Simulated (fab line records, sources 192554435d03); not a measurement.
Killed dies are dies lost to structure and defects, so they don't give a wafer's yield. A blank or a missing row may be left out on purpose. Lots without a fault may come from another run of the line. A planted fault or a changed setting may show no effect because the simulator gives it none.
Chamber matching | flow n5_finfet | N5_BEOL_M1_ETCH_77 on rie_diel-01: 4 sister chambers
The step etches underlayer in N2/H2, target depth 6.5 nm, time 5.2 s. 4 wafers are shown with their chamber, then 7 later ones without.

WAFERS WITH THEIR CHAMBER
wafer  | chamber | drypump_motor_current_A (A)
L088.5 | 2       | 4.8
L088.6 | 3       | 5.5
L089.1 | 1       | 5.7
L089.4 | 0       | 5.8

WAFERS WITHOUT THEIR CHAMBER
wafer  | drypump_motor_current_A (A)
L089.6 | 4.9
L090.2 | 5.8
L090.3 | 5.7
L090.6 | 4.9
L097.3 | 4.9
L097.4 | 5.8
L097.6 | 4.9

WHICH CHAMBER EACH WENT THROUGH
wafer  | from the rows above     | in truth
L089.6 | 2                       | 2
L090.2 | can't be placed: 0 or 1 | 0
L090.3 | can't be placed: 1 or 0 | 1
L090.6 | 2                       | 2
L097.3 | 2                       | 2
L097.4 | can't be placed: 0 or 1 | 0
L097.6 | 2                       | 2
Placed correctly: 4 of 7. Can't be placed from these rows: 3 (the true chamber is among the candidates in 3). Placed wrongly: 0.
How it was worked out, from the rows above alone: a wafer's distance from a chamber is the root of the sum, over the readings, of the square of ((its reading less the chamber's mean) divided by the reading's scatter). The wafer belongs to the nearest chamber; if the next one is less than 2 further off, it can't be placed. A chamber's mean is the mean of its shown wafers. The scatter: with one shown wafer a chamber, the root of the mean of the squares of how far each hidden wafer lies from its nearest shown one.
